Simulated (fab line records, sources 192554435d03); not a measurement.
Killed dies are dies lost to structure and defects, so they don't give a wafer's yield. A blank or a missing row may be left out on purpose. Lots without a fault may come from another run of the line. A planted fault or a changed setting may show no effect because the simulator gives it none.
Split-lot experiment | flow n5_finfet | 7 lots, 21 wafers read, on a route of 1938 steps

THE SPLIT
At N5_BEOL_M5_COAT_05 (resist thk 30 nm), the setting spin_rpm was moved away from the recipe's 1500 rpm on 7 of the 21 wafers read, by -4.9% to +5.4%. The other wafers ran this setting at the recipe's value.

FROM THE SPLIT TO THE READING: what the file shows between them, 4 steps
- N5_BEOL_M5_EBR_07
- N5_BEOL_M5_SOFTBAKE_06: time 60 s
- N5_BEOL_M5_EXPOSE_08: exposes mask M5, target cd 28 nm
- N5_BEOL_M5_PEB_09: peb time 60 s

THE READING
CAR-EUV_of_BEOL_M5_COAT_05.thk_nm (the simulator's own value, which no gauge read), in nm, at N5_BEOL_M5_DEVELOP_10 (develop time 30 s). The file gives no usual value for it. The 14 wafers here that ran the recipe average 29.5 nm, standard deviation 0.1 nm.

wafer  | tool, chamber at the split | spin_rpm as run, rpm | against the recipe | CAR-EUV_of_BEOL_M5_COAT_05.thk_nm, nm | against lot-mates on the recipe
L075.1 | litho_track-01, 0          | 1426                 | -4.9%              | 30.2                                  | no lot-mate on the recipe
L075.3 | litho_track-01, 0          | 1426                 | -4.9%              | 30.2                                  | no lot-mate on the recipe
L075.4 | litho_track-01, 0          | 1426                 | -4.9%              | 30.2                                  | no lot-mate on the recipe
L077.2 | litho_track-01, 0          | 1442                 | -3.9%              | 29.8                                  | +0.4
L077.3 | litho_track-01, 0          | 1442                 | -3.9%              | 30                                    | +0.6
L077.6 | litho_track-01, 0          | 1500                 | recipe             | 29.4                                  | -
L078.2 | litho_track-01, 0          | 1500                 | recipe             | 29.4                                  | -
L078.5 | litho_track-01, 0          | 1500                 | recipe             | 29.4                                  | -
L078.4 | litho_track-01, 0          | 1580                 | +5.3%              | 28.6                                  | -0.8
L082.2 | litho_track-01, 0          | 1500                 | recipe             | 29.4                                  | -
L082.4 | litho_track-01, 0          | 1500                 | recipe             | 29.6                                  | -
L082.6 | litho_track-01, 0          | 1581                 | +5.4%              | 28.6                                  | -0.9
L084.1 | litho_track-03, 0          | 1500                 | recipe             | 29.6                                  | -
L084.3 | litho_track-03, 0          | 1500                 | recipe             | 29.6                                  | -
L084.6 | litho_track-03, 0          | 1500                 | recipe             | 29.6                                  | -
L091.1 | litho_track-01, 0          | 1500                 | recipe             | 29.4                                  | -
L091.2 | litho_track-01, 0          | 1500                 | recipe             | 29.4                                  | -
L091.3 | litho_track-01, 0          | 1500                 | recipe             | 29.4                                  | -
L095.3 | litho_track-02, 0          | 1500                 | recipe             | 29.6                                  | -
L095.5 | litho_track-02, 0          | 1500                 | recipe             | 29.6                                  | -
L095.6 | litho_track-02, 0          | 1500                 | recipe             | 29.6                                  | -

THE FIT
A straight line over all 21 wafers: CAR-EUV_of_BEOL_M5_COAT_05.thk_nm changes by -0.146 nm for each +1% of spin_rpm; r = -0.97; the points scatter about the line by 0.11 nm.
The same after taking each lot's own level away (the mean of its wafers on the recipe; 18 wafers): -0.148 nm for each +1%; r = -0.99; scatter 0.06 nm.
On that fit, the largest move of spin_rpm shifts the reading by 0.8 nm.
The lots' own levels span 29.40 to 29.60 nm, that is 2.0 times the standard deviation above.
So the lot-to-lot level changes the slope little: the two slopes agree.
Check: with one of the wafers moved furthest among these (+5.4%) left out of the fit, the line predicts -0.762 nm for it against its lot-mates. It came out at -0.9 nm against them.

OTHER SPLITS ON THESE WAFERS
These wafers also went through other splits before the reading. Each is held against what the fit with the lots' levels taken away leaves over:
other split on the same wafers    | wafers away from the commonest value | r with CAR-EUV_of_BEOL_M5_COAT_05.thk_nm (lot level and that fit taken away)
N5_BEOL_M3_COAT_22 spin_rpm       | 4                                    | -0.01
N5_BEOL_M3_TRENCH_ETCH_37 time_s  | 5                                    | -0.20
N5_BEOL_M3_ETCH_41 target_depth_a | 9                                    | -0.15
N5_BEOL_M4_TRENCH_ETCH_37 time_s  | 4                                    | -0.18

THE WHOLE CHAIN: every reading that the file lists as answering this split, in the file's order
step                  | what it does      | reading                                                                            | change (the file's fit)               | r (the file's)
N5_BEOL_M5_COAT_05    | resist thk 30 nm  | CAR-EUV_of_BEOL_M5_COAT_05.thk_nm (the simulator's own value, which no gauge read) | -0.171 nm for each +1% of the setting | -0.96
N5_BEOL_M5_DEVELOP_10 | develop time 30 s | CAR-EUV_of_BEOL_M5_COAT_05.thk_nm (the simulator's own value, which no gauge read) | -0.152 nm for each +1% of the setting | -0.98

THE FILE'S OWN FIT
CAR-EUV_of_BEOL_M5_COAT_05.thk_nm changes by -0.152 nm for each +1% of spin_rpm, r = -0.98.
